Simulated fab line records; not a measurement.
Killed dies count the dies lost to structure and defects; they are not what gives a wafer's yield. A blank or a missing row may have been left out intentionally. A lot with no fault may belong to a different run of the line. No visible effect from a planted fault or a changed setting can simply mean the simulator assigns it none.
Matching of chambers -- flow nandHarc -- NHARC_A_SLIT_DEP_23 on pecvd-03 has 3 sister chambers
The step deposits SiON, target thk 100 nm. 6 wafers are shown with their chamber, then 10 later ones without.

WAFERS PAIRED WITH THEIR CHAMBERS
wafer,chamber,heaterPowerW (W),rfFwdPowerW (W)
L078.3,2,694,346.9
L088.1,2,681,349.4
L088.5,1,845,348.2
L088.6,0,721,350.2
L085.1,0,606,349.9
L085.3,1,759,348.7

WAFERS WITHOUT THEIR CHAMBER
wafer,heaterPowerW (W),rfFwdPowerW (W)
L085.4,812,346.7
L087.1,765,347.8
L087.2,874,349.1
L087.6,885,348.9
L091.1,779,347.2
L091.3,868,347.2
L091.4,801,347.9
L095.2,695,349.6
L095.3,851,348.2
L095.5,846,348.9

THE CHAMBER EACH PASSED THROUGH
wafer,from the rows above,in truth
L085.4,can't be placed: 1 or 2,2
L087.1,can't be placed: 1 or 2 or 0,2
L087.2,can't be placed: 1 or 2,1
L087.6,can't be placed: 1 or 2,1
L091.1,can't be placed: 1 or 2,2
L091.3,can't be placed: 1 or 2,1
L091.4,can't be placed: 1 or 2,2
L095.2,can't be placed: 0 or 2 or 1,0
L095.3,can't be placed: 1 or 2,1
L095.5,can't be placed: 1 or 2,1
Correct placement for 0 of the 10. Not placeable from these rows: 10 (in 10, the candidates include the true chamber). 0 placed wrongly.
How it was worked out, from the rows above alone: a wafer's distance from a chamber is the root of the sum, over the readings, of the square of ((its reading less the chamber's mean) divided by the reading's scatter). The wafer belongs to the nearest chamber; if the next one is less than 2 further off, it can't be placed. For every chamber, the mean is computed from those of its wafers that are shown. The scatter: take each reading less its chamber's mean, square it, sum over the shown wafers, divide by the number of wafers less the number of chambers, and take the root.
